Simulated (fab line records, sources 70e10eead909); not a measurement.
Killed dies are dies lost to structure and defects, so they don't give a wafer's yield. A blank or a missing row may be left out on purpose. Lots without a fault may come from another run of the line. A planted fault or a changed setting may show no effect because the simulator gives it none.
Chamber matching | flow nand_harc | NHARC_A_CONTACT_DEP_58 on pecvd-01: 3 sister chambers
The step deposits SiON, target thk 60 nm. 6 wafers are shown with their chamber, then 9 later ones without.

WAFERS WITH THEIR CHAMBER
wafer  | chamber | heater_power_w (W) | rf_fwd_power_W (W)
L088.2 | 1       | 847                | 349.5
L088.4 | 2       | 639                | 349.2
L088.5 | 0       | 702                | 349.4
L091.4 | 1       | 801                | 349.4
L091.5 | 2       | 765                | 348.9
L091.6 | 0       | 766                | 348.8

WAFERS WITHOUT THEIR CHAMBER
wafer  | heater_power_w (W) | rf_fwd_power_W (W)
L090.3 | 733                | 348.1
L090.5 | 742                | 348.6
L090.6 | 834                | 348.3
L092.3 | 742                | 349.5
L092.4 | 739                | 349.1
L092.6 | 688                | 349.1
L093.1 | 783                | 348.2
L093.3 | 726                | 349.1
L093.4 | 779                | 348.3

WHICH CHAMBER EACH WENT THROUGH
wafer  | from the rows above          | in truth
L090.3 | can't be placed: 2 or 0 or 1 | 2
L090.5 | can't be placed: 2 or 0 or 1 | 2
L090.6 | can't be placed: 0 or 2 or 1 | 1
L092.3 | can't be placed: 1 or 0 or 2 | 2
L092.4 | can't be placed: 0 or 2 or 1 | 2
L092.6 | can't be placed: 2 or 0      | 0
L093.1 | can't be placed: 2 or 0 or 1 | 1
L093.3 | can't be placed: 0 or 2 or 1 | 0
L093.4 | can't be placed: 0 or 2 or 1 | 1
Placed correctly: 0 of 9. Can't be placed from these rows: 9 (the true chamber is among the candidates in 9). Placed wrongly: 0.
How it was worked out, from the rows above alone: a wafer's distance from a chamber is the root of the sum, over the readings, of the square of ((its reading less the chamber's mean) divided by the reading's scatter). The wafer belongs to the nearest chamber; if the next one is less than 2 further off, it can't be placed. A chamber's mean is the mean of its shown wafers. The scatter: the root of (the sum of the squares of (reading less its chamber's mean) over the shown wafers, divided by (wafers less chambers)).
